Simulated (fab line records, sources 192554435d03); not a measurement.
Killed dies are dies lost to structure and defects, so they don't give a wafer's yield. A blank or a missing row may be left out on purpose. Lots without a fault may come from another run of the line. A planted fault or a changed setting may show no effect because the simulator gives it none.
Which tool did it? | flow n5_finfet | 11 lots, 33 wafers sampled, at 3 steps of a route of 1938

WHAT THE GAUGES READ, wafer by wafer
N5_BEOL_M9_INSPECT_30: inspects for defects (brightfield). Usual: raw_defect_count 388, standard deviation 79.
lot  | measured     | on                | raw_defect_count | flag
L246 | day 11 08:17 | defect_inspect-02 | 370 403 378      |
L245 | day 11 10:23 | defect_inspect-02 | 573 548 477      |
L248 | day 12 10:40 | defect_inspect-01 | 455 527 507      |
L251 | day 12 13:02 | defect_inspect-01 | 365 413 385      |
L250 | day 12 19:47 | defect_inspect-01 | 555 409 359      |
L249 | day 13 04:13 | defect_inspect-01 | 242 296 241      |
L254 | day 13 08:25 | defect_inspect-01 | 314 375 356      |
L256 | day 14 17:35 | defect_inspect-02 | 444 366 303      |
L258 | day 15 06:14 | defect_inspect-01 | 441 342 389      |
L259 | day 15 21:41 | defect_inspect-01 | 425 487 326      |
L262 | day 16 05:11 | defect_inspect-02 | 440 307 498      |

N5_BEOL_M9_OCD_MEAS_38. Usual: trench_depth_nm 151.7 nm, standard deviation 2.7.
lot  | measured     | on     | trench_depth_nm (nm) | flag
L246 | day 11 10:22 | ocd-01 | 149.0 150.8 149.5    |
L245 | day 11 12:40 | ocd-01 | 154.0 145.8 150.9    |
L248 | day 12 11:09 | ocd-02 | 148.0 155.3 146.9    |
L251 | day 12 13:45 | ocd-02 | 150.7 149.9 153.0    |
L250 | day 12 20:16 | ocd-02 | 155.4 150.5 149.0    |
L249 | day 13 04:45 | ocd-02 | 153.1 147.4 150.0    |
L254 | day 13 08:55 | ocd-02 | 150.2 151.7 150.2    |
L256 | day 14 18:07 | ocd-02 | 150.5 149.4 150.4    |
L258 | day 15 09:14 | ocd-01 | 153.6 150.3 154.7    |
L259 | day 15 22:10 | ocd-01 | 151.3 149.0 146.9    |
L262 | day 16 05:40 | ocd-01 | 148.5 152.0 156.4    |

WHICH TOOL RAN EACH LOT (tool, then ch and the chambers of the sampled wafers, then the start)
lot  | N5_BEOL_M9_STRIP_36
L246 | rie_diel-01 ch 0,1, day 11 10:09
L245 | rie_diel-02 ch 1,2,3, day 11 12:26
L248 | rie_diel-03 ch 1,3, day 12 10:56
L251 | rie_diel-01 ch 0,1,3, day 12 13:32
L250 | rie_diel-02 ch 1,2,3, day 12 20:04
L249 | rie_diel-01 ch 0,1,3, day 13 04:32
L254 | rie_diel-01 ch 1,2, day 13 08:42
L256 | rie_diel-01 ch 0,1,2, day 14 17:54
L258 | rie_diel-03 ch 0,3, day 15 09:01
L259 | rie_diel-02 ch 0,1,2, day 15 21:57
L262 | rie_diel-03 ch 1,2,3, day 16 05:27
- N5_BEOL_M9_STRIP_36: strips in N2/H2.

WHAT THE TOOLS THEMSELVES READ (means of the sampled wafers that have a number; where no wafer has one, the mark that the record gives instead)
N5_BEOL_M9_STRIP_36. Usual: chamber_pressure_mTorr 20.00 mTorr, standard deviation 0.034; drypump_motor_current_A 5.7 A, standard deviation 0.35; oes_product_au 0.75 a.u., standard deviation 0.079; rf_vpp_V 59.1 V, standard deviation 1.4; showerhead_plenum_p_Torr 2.55 Torr, standard deviation 0.081; throttle_valve_pct 23.93 %, standard deviation 0.22.
lot  | tool        | chamber_pressure_mTorr (mTorr) | drypump_motor_current_A (A) | oes_product_au (a.u.) | rf_vpp_V (V) | showerhead_plenum_p_Torr (Torr) | throttle_valve_pct (%) | flag
L246 | rie_diel-01 | 19.99                          | 6.0                         | 0.72                  | 59.7         | 2.52                            | 24.07                  |
L245 | rie_diel-02 | 20.02                          | 5.4                         | 0.78                  | 60.4         | 2.61                            | 23.89                  |
L248 | rie_diel-03 | 20.00                          | 5.6                         | 0.78                  | 59.6         | 2.57                            | 24.06                  |
L251 | rie_diel-01 | 19.99                          | 6.1                         | 0.72                  | 59.1         | 2.49                            | 24.05                  |
L250 | rie_diel-02 | 20.00                          | 5.4                         | 0.77                  | 59.2         | 2.61                            | 23.88                  |
L249 | rie_diel-01 | 19.97                          | 6.1                         | 0.71                  | 58.9         | 2.48                            | 24.06                  |
L254 | rie_diel-01 | 20.02                          | 5.9                         | 0.72                  | 59.5         | 2.55                            | 24.05                  |
L256 | rie_diel-01 | 19.97                          | 5.8                         | 0.70                  | 57.8         | 2.55                            | 24.03                  |
L258 | rie_diel-03 | 20.00                          | 5.4                         | 0.72                  | 57.8         | 2.51                            | 24.09                  |
L259 | rie_diel-02 | 20.00                          | 5.7                         | 0.72                  | 58.7         | 2.53                            | 23.80                  |
L262 | rie_diel-03 | 20.00                          | 5.5                         | 0.76                  | 59.3         | 2.56                            | 23.94                  |

THE ANSWER, worked out from the rows above alone
Rule: a lot is off if the mean of its wafers that have a number lies more than 3 standard deviations from the usual mean. A lot without any number at a reading at which 4 lots or more have one is off too. The other lots that the step has rows for count as sound. The gauges are gone through in route order, then the tools' own readings, and for those a lot's mean is taken as printed above. The first step at which some lot is off is used, and at that step the reading that is off furthest; a lot without a number counts as furthest.
No lot is off at any reading shown: from this, nothing can be told.

WHAT THE SIMULATOR HAD PUT IN
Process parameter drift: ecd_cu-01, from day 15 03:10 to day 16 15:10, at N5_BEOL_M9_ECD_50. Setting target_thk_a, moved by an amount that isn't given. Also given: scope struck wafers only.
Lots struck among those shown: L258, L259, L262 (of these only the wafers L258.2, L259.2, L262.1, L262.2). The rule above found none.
